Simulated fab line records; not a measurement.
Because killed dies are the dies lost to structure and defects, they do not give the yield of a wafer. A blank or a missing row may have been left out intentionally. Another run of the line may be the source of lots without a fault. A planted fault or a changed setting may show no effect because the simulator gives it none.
8D (eight disciplines) problem report, filled in by code    flow nandHarc    the parts of the form that need people (team, actions taken, sign-off) are left out

## 1. THE ISSUE
NHARC_THIN_TSV_ETCH_44, rfFwdPowerW: mean 337.4 W over 1 wafer from 1 lot; wafers with no fault: 299.6 W, standard deviation 0.91. Measured from the usual mean, that is +42 standard deviations.
The step: etches the open film in CF4/O2, target depth 1594.2 nm, time 797.1 s.
Earliest sighting: wafer L305.3 on rieDiel-01 at day 31 09:35. At this step, 36 wafers from 12 lots have a number in the record. The rule behind "out" and "out of limits": a value lying over 4 standard deviations away from the usual mean. The rest of the wafers with a number are treated as sound.

## 2. WHAT IT IS, WHAT IT ISN'T
question                     is                         is not
which readings at this step  rfFwdPowerW, oesProductAu  drypumpMotorCurrentA, o2FlowSccm, rfVppV, showerheadPlenumPTorr, throttleValvePct
which lots                   L305                       L290, L291, L293, L294, L295, L296, L297, L298, L299, L300, L311
which wafers of those lots   L305.3                     L305.2, L305.6
read on which tools          rieDiel-01                 rieDiel-03, rieDiel-06
when                         from day 31 09:35          up to then (32 sound wafers); but 3 sound wafers of L311 came after

## 3. SUSPECTS, AND WHAT RULES EACH OUT
Counting: if a tool at a process step up to the reading ran every lot that is out, it stays a suspect. Sound lots after the first of them don't rule it out here, since some wafers of a struck lot are sound.
- pvdSputter-01 at NHARC_A_BONDPAD_PVD_27 (deposits Cu, target thk 30 nm, time 20.49 s): kept. It processed L305, the lot that is out, at day 31 09:35, and its most recent sound lot before then was L300 at day 28 15:55. Because NHARC_A_BONDPAD_PVD_27 lacks a start for some lots, the hours and order of its lots are taken from NHARC_THIN_TSV_ETCH_44.
- rieDiel-01 at NHARC_THIN_TSV_ETCH_44 (etches the open film in CF4/O2, target depth 1594.2 nm, time 797.1 s): kept. It processed L305, the lot that is out, at day 31 09:35, and its most recent sound lot before then was L297 at day 27 11:46. Its own oesProductAu, rfFwdPowerW readings are out on those wafers.
- At NHARC_THIN_TSV_ETCH_44, inside rieDiel-01: chamber 1 took the wafers that are out, while their sound lot-mates went through chambers 2, 3.
What counting leaves: pvdSputter-01 at NHARC_A_BONDPAD_PVD_27 and rieDiel-01 at NHARC_THIN_TSV_ETCH_44.

## 4. THE CAUSE (what the simulator had put in)
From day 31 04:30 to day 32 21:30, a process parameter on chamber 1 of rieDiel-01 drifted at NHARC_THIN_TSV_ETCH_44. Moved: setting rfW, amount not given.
This tool is one of the 2 suspects left after counting.

## 5. THE CHAIN OF EFFECTS, in route order
One row per reading whose mean, taken over the struck wafers that have a number, lies over 3 standard deviations from the usual. Only readings for which the record gives a usual standard deviation are gone through. hours: the time from each lot's start at the first step in this table that gives one to its start at this step, as a median over the lots. sigmas: the change in usual standard deviations.
hours  step                    reading       usual       on struck wafers  change  sigmas
0      NHARC_THIN_TSV_ETCH_44  oesProductAu  1.000 a.u.  1.074             +0.074  +6.7
0      NHARC_THIN_TSV_ETCH_44  rfFwdPowerW   299.6 W     337.4             +37.8   +42
Its process steps:
- NHARC_THIN_TSV_ETCH_44: etches the open film in CF4/O2, target depth 1594.2 nm, time 797.1 s.
Later measuring or inspecting steps at which every struck wafer that the step has a row for has a number for every such reading, and none has moved that far: NHARC_END_SORT_01.

## 6. HOW IT WOULD HAVE BEEN CAUGHT EARLIER
5 hours passed between the start of the fault at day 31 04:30 and the first reading out of limits in this record, taken at day 31 09:35.
